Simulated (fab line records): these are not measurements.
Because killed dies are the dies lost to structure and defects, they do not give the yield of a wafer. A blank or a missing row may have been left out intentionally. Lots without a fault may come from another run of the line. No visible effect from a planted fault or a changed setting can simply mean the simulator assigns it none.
Chamber matching ; flow n5Finfet ; N5_FIN_SAQP_MANDREL2_REMOVE_60 on rieSi-01: 4 sister chambers
The step chemistry HBr/Cl2/O2, target a-Si, stops on SiNx, bt time 10 s. 8 wafers are shown with their chamber, then 9 later ones without.

== WAFERS PAIRED WITH THEIR CHAMBERS ==
wafer;chamber;throttleValvePct (%);oesProductAu (a.u.)
L087.1;2;36.46;1.015
L087.5;3;36.53;1.017
L088.1;3;36.54;1.011
L089.2;0;36.57;0.996
L089.5;2;36.47;1.016
L093.4;1;37.06;0.998
L093.5;0;36.55;0.993
L093.6;1;37.04;1.007

== WAFERS MISSING THEIR CHAMBER ==
wafer;throttleValvePct (%);oesProductAu (a.u.)
L094.2;36.48;1.030
L094.3;36.56;0.990
L094.4;36.52;1.028
L095.1;36.51;1.020
L095.4;36.48;1.013
L095.5;36.53;1.007
L096.1;36.55;0.983
L096.2;37.04;1.002
L096.6;37.03;0.998

== WHICH CHAMBER EACH WENT THROUGH ==
wafer;from the rows above;in truth
L094.2;2;2
L094.3;0;0
L094.4;3;3
L095.1;can't be placed: 3 or 2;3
L095.4;2;2
L095.5;3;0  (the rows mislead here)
L096.1;0;0
L096.2;1;1
L096.6;1;1
Placed correctly: 7 of 9. From these rows, 1 cannot be placed; in 1 the true chamber is one of the candidates. Placed wrongly: 1.
How it was worked out, from the rows above alone: a wafer's distance from a chamber is the root of the sum, over the readings, of the square of ((its reading less the chamber's mean) divided by the reading's scatter). If the next closest chamber is less than 2 further off than the closest, the wafer can't be placed; otherwise it belongs to the closest. For every chamber, the mean is computed from those of its wafers that are shown. The scatter: the root of (the sum of the squares of (reading less its chamber's mean) over the shown wafers, divided by (wafers less chambers)).
